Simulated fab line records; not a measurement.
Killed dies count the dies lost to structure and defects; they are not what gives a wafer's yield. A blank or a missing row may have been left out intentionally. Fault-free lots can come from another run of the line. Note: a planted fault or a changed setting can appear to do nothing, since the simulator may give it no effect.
What tool caused it?    flow n5_finfet    Sampling: 9 lots, 27 wafers, 6 of 1938 route steps

== WHAT THE GAUGES READ, wafer by wafer ==
N5_START_INSPECT_01: inspects for defects (unpatterned scan). Usual: raw_defect_count at 5.8, with a standard deviation of 2.5.
lot   measured     on                 raw_defect_count  flag
L895  day 2 18:02  defect_inspect-01  3 6 4             
L896  day 3 00:02  defect_inspect-02  4 11 4            
L897  day 3 06:02  defect_inspect-01  5 6 10            
L898  day 3 12:02  defect_inspect-01  6 6 5             
L901  day 4 06:02  defect_inspect-02  4 4 7             
L906  day 5 12:02  defect_inspect-01  7 4 6             
L908  day 6 00:02  defect_inspect-01  2 5 3             
L909  day 6 06:02  defect_inspect-02  9 3 7             
L910  day 6 12:02  defect_inspect-02  6 7 7             

N5_WELL_APT_CD_MEAS_25 targets a cd of 200 nm. Usual: cd_nm at 199.4 nm, with a standard deviation of 2.1.
lot   measured     on         cd_nm (nm)         flag
L895  day 2 20:58  cd_sem-01  200.5 196.0 198.8  
L896  day 3 03:13  cd_sem-01  196.3 195.4 196.7  
L897  day 3 09:14  cd_sem-03  199.4 201.3 197.8  
L898  day 3 15:26  cd_sem-02  199.8 203.1 199.6  
L901  day 4 09:33  cd_sem-02  201.8 197.9 199.8  
L906  day 5 15:16  cd_sem-01  196.3 199.5 201.1  
L908  day 6 02:56  cd_sem-03  192.7 191.6 188.7  OFF
L909  day 6 08:48  cd_sem-02  197.8 199.9 200.2  
L910  day 6 15:37  cd_sem-03  195.4 191.0 192.2  OFF

N5_BEOL_M4_RC_MEAS_101. Usual: DIBL_N 35.8 mV/V, standard deviation 1.8; DIBL_P 35.9 mV/V, standard deviation 2.2; IOFF_N 0.16 nA/um, standard deviation 0.035; IOFF_P 0.21 nA/um, standard deviation 0.04; ION_N 672 uA/um, standard deviation 11; ION_P 461 uA/um, standard deviation 7.4; SS_N 71.4 mV/dec, standard deviation 0.64; SS_P 73.2 mV/dec, standard deviation 0.67; VT_N 250 mV, standard deviation 3.5; VT_P -251 mV, standard deviation 3.4.
lot   measured      on         DIBL_N (mV/V)   DIBL_P (mV/V)   IOFF_N (nA/um)  IOFF_P (nA/um)  ION_N (uA/um)  ION_P (uA/um)  SS_N (mV/dec)   SS_P (mV/dec)   VT_N (mV)    VT_P (mV)       flag
L895  day 9 08:31   prober-01  35.9 35.0 36.8  37.2 35.8 37.1  0.16 0.14 0.17  0.21 0.20 0.21  671 669 675    464 459 464    72.0 71.6 71.9  73.4 72.8 73.3  250 252 250  -250 -254 -249  
L896  day 10 00:50  prober-01  38.6 36.7 35.0  40.7 37.9 36.7  0.21 0.17 0.13  0.24 0.19 0.17  691 683 665    467 459 451    72.3 72.1 71.1  73.7 72.5 72.8  247 249 254  -250 -251 -255  
L897  day 9 17:13   prober-01  36.0 39.2 38.9  35.7 39.2 39.0  0.15 0.21 0.20  0.20 0.27 0.25  665 683 676    462 468 470    71.5 72.0 72.2  72.8 74.2 73.1  254 251 248  -250 -248 -250  
L898  day 9 22:04   prober-02  36.3 38.0 36.0  36.0 39.9 36.2  0.15 0.19 0.15  0.18 0.26 0.19  663 677 667    455 462 458    71.7 71.8 71.1  73.6 74.1 73.6  251 249 249  -253 -249 -251  
L901  day 10 22:46  prober-02  35.6 38.5 37.0  35.6 39.2 37.5  0.14 0.19 0.18  0.18 0.24 0.21  674 682 685    455 459 465    71.6 72.2 72.7  73.2 73.4 73.6  249 249 249  -251 -249 -250  
L906  day 12 01:48  prober-02  31.7 34.5 33.8  31.2 35.6 34.5  0.09 0.13 0.12  0.13 0.19 0.18  654 667 667    456 461 469    70.2 70.7 70.6  71.9 73.1 72.2  258 251 251  -256 -251 -251  
L908  day 12 16:39  prober-01  37.3 37.0 32.9  36.3 35.8 31.6  0.18 0.16 0.11  0.21 0.20 0.15  672 682 661    458 464 456    72.0 70.6 70.9  73.2 73.4 72.5  248 249 252  -251 -251 -256  
L909  day 12 20:54  prober-01  37.0 37.4 36.3  36.5 37.5 36.1  0.16 0.17 0.17  0.22 0.26 0.22  673 670 671    455 462 463    71.6 71.8 71.5  73.1 74.1 73.4  251 248 250  -249 -245 -247  
L910  day 12 18:34  prober-02  35.1 36.7 34.3  36.4 38.3 35.3  0.15 0.19 0.14  0.23 0.26 0.21  668 679 669    461 472 466    71.7 72.2 71.8  73.3 72.9 72.9  248 246 252  -248 -245 -248  

== EACH LOT AND THE TOOL THAT RAN IT (in order: tool; ch and the chambers of the sampled wafers; start) ==
lot   N5_ZERO_LAYER_ETCH_17              N5_WELL_APT_PEB_23                N5_PMOS_HMC_CHANNEL_EPI_HM_OPEN_15
L895  rie_diel-06 ch 0,1, day 2 18:43    litho_track-03 ch 0, day 2 20:50  rie_diel-06 ch 0,2,3, day 2 23:19
L896  rie_diel-06 ch 0,1,3, day 3 01:06  litho_track-02 ch 0, day 3 03:06  rie_diel-01 ch 0,2,3, day 3 05:45
L897  rie_diel-03 ch 0,1, day 3 06:50    litho_track-02 ch 0, day 3 09:07  rie_diel-06 ch 0,1,2, day 3 11:36
L898  rie_diel-01 ch 0,1, day 3 12:50    litho_track-05 ch 0, day 3 15:19  rie_diel-01 ch 0,1,3, day 3 18:01
L901  rie_diel-06 ch 0,2, day 4 07:02    litho_track-03 ch 0, day 4 09:26  rie_diel-06 ch 0,3, day 4 12:10
L906  rie_diel-03 ch 0,2,3, day 5 12:52  litho_track-05 ch 0, day 5 15:10  rie_diel-03 ch 1,2,3, day 5 17:31
L908  rie_diel-06 ch 0,1,2, day 6 00:43  litho_track-03 ch 0, day 6 02:49  rie_diel-01 ch 1,2,3, day 6 05:22
L909  rie_diel-03 ch 0,1,3, day 6 06:43  litho_track-02 ch 0, day 6 08:41  rie_diel-03 ch 1,2,3, day 6 11:27
L910  rie_diel-06 ch 1,2,3, day 6 12:52  litho_track-03 ch 0, day 6 15:29  rie_diel-03 ch 0,1,3, day 6 18:42
- N5_ZERO_LAYER_ETCH_17: etches SiO2 in CF4, target depth 12 nm, time 13.3 s.
- N5_WELL_APT_PEB_23: peb time 90 s.
- N5_PMOS_HMC_CHANNEL_EPI_HM_OPEN_15: chemistry CHF3/O2, target SiO2, target depth 40.6 nm, time 20.3 s.

== WHAT THE TOOLS THEMSELVES READ (means of the sampled wafers that have a number; where no wafer has one, the mark that the record gives instead) ==
N5_ZERO_LAYER_ETCH_17. Usual: drypump_motor_current_A 5.7 A, standard deviation 0.46; oes_product_au 0.79 a.u., standard deviation 0.092; rf_vpp_V 946.6 V, standard deviation 2.9; showerhead_plenum_p_Torr 2.11 Torr, standard deviation 0.037; throttle_valve_pct 15.71 %, standard deviation 0.28.
lot   tool         drypump_motor_current_A (A)  oes_product_au (a.u.)  rf_vpp_V (V)  showerhead_plenum_p_Torr (Torr)  throttle_valve_pct (%)  flag
L895  rie_diel-06  5.6                          0.80                   943.9         2.08                             15.47                   
L896  rie_diel-06  5.5                          0.83                   944.2         2.08                             15.52                   
L897  rie_diel-03  5.8                          0.70                   948.7         2.14                             16.05                   
L898  rie_diel-01  5.9                          0.86                   946.8         2.10                             15.52                   
L901  rie_diel-06  6.1                          0.87                   946.8         2.12                             15.48                   
L906  rie_diel-03  5.5                          0.81                   948.8         2.12                             15.78                   
L908  rie_diel-06  5.8                          0.79                   944.8         2.10                             15.61                   
L909  rie_diel-03  5.6                          0.78                   947.2         2.11                             15.81                   
L910  rie_diel-06  5.4                          0.74                   945.0         2.08                             15.76                   

N5_WELL_APT_PEB_23. Usual: heater_power_total_W 172.4 W, standard deviation 0.78; plate_temp_C 129.98 C, standard deviation 0.15; resist_line_temp_C 23.00 C, standard deviation 0.11.
lot   tool            heater_power_total_W (W)  plate_temp_C (C)  resist_line_temp_C (C)  flag
L895  litho_track-03  172.3                     129.97            23.01                   
L896  litho_track-02  173.0                     129.94            23.07                   
L897  litho_track-02  171.8                     130.04            23.04                   
L898  litho_track-05  172.8                     129.88            23.02                   
L901  litho_track-03  171.9                     129.87            23.06                   
L906  litho_track-05  172.7                     130.10            23.03                   
L908  litho_track-03  170.1                     128.82            22.94                   OFF
L909  litho_track-02  172.8                     129.91            23.19                   
L910  litho_track-03  170.4                     128.78            22.98                   OFF

N5_PMOS_HMC_CHANNEL_EPI_HM_OPEN_15. Usual: drypump_motor_current_A 5.8 A, standard deviation 0.47; oes_product_au 0.78 a.u., standard deviation 0.087; rf_vpp_V 520 V, standard deviation 9.3; showerhead_plenum_p_Torr 2.38 Torr, standard deviation 0.041; throttle_valve_pct 19.00 %, standard deviation 0.24.
lot   tool         drypump_motor_current_A (A)  oes_product_au (a.u.)  rf_vpp_V (V)  showerhead_plenum_p_Torr (Torr)  throttle_valve_pct (%)  flag
L895  rie_diel-06  5.7                          0.83                   517           2.37                             18.86                   
L896  rie_diel-01  6.3                          0.72                   517           2.39                             19.04                   
L897  rie_diel-06  5.8                          0.81                   515           2.37                             18.82                   
L898  rie_diel-01  6.2                          0.80                   513           2.39                             18.85                   
L901  rie_diel-06  5.4                          0.82                   523           2.33                             18.85                   
L906  rie_diel-03  5.4                          0.73                   524           2.36                             19.23                   
L908  rie_diel-01  6.2                          0.77                   519           2.38                             18.93                   
L909  rie_diel-03  5.4                          0.72                   523           2.36                             19.24                   
L910  rie_diel-03  5.6                          0.78                   531           2.37                             19.05                   

== THE ANSWER, worked out from the rows above alone ==
Rule: take the mean of a lot's wafers that have a number; if it is more than 3 standard deviations from the usual mean, the lot is off. Also off: a lot with no number at a reading for which 4 or more lots have one. All remaining lots with rows at the step are treated as sound. First the gauges in route order, then the tools' own readings, where a lot's mean is used as printed above. At the first step where some lot is off, the reading lying furthest off is the one used; lots without a number count as furthest.
Off at N5_WELL_APT_CD_MEAS_25 (cd_nm): L908, L910.
If a tool, at a process step before that reading, ran all the lots that are off and no sound lot after the first of them, it fits. The gauges at N5_WELL_APT_CD_MEAS_25 aren't tried: what is off there is off at N5_WELL_APT_PEB_23 too, on other tools, and a gauge's error can't cause that. 2 tools fit, rie_diel-06 at N5_ZERO_LAYER_ETCH_17 and litho_track-03 at N5_WELL_APT_PEB_23, so this cannot tell which one it is.

== WHAT HAD BEEN PUT IN BY THE SIMULATOR ==
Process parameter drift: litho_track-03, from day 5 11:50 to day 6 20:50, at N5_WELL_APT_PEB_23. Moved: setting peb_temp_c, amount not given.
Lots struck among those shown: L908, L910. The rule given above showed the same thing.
